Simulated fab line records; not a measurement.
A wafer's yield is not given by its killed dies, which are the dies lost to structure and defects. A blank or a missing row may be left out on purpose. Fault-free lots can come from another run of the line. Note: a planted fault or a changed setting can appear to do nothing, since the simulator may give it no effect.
Chamber matching    flow n5-finfet    N5_BEOL_M1_CO_CAP_55 on cvd-co-02: 3 sister chambers
The step material Co, precursor CCTBA/H2, target thk 2 nm, time 102.1 s. 6 wafers are shown with their chamber, then 12 later ones without.

WAFERS, EACH WITH ITS CHAMBER
wafer   chamber  heater-power-w (W)
L086.1  1        278
L087.4  1        275
L087.6  0        272
L089.1  2        210
L089.3  0        270
L089.5  2        213

WAFERS MISSING THEIR CHAMBER
wafer   heater-power-w (W)
L091.1  221
L091.3  279
L091.6  215
L093.1  268
L093.3  216
L093.5  282
L095.1  286
L095.5  276
L095.6  214
L097.1  286
L097.3  272
L097.5  259

WHICH CHAMBER EACH WENT THROUGH
wafer   from the rows above      in truth
L091.1  2                        2
L091.3  1                        1
L091.6  2                        2
L093.1  0                        0
L093.3  2                        2
L093.5  1                        1
L095.1  1                        1
L095.5  1                        1
L095.6  2                        2
L097.1  1                        1
L097.3  can't be placed: 0 or 1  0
L097.5  0                        0
Correct placement for 11 of the 12. These rows do not allow placing 1 (true chamber among the candidates in 1). Placed wrongly: 0.
How it was worked out, from the rows above alone: a wafer's distance from a chamber is the root of the sum, over the readings, of the square of ((its reading less the chamber's mean) divided by the reading's scatter). If the next closest chamber is less than 2 further off than the closest, the wafer can't be placed; otherwise it belongs to the closest. For every chamber, the mean is computed from those of its wafers that are shown. The scatter is the square root of a quotient: the sum, over the shown wafers, of each reading's squared deviation from its chamber's mean, divided by wafers minus chambers.
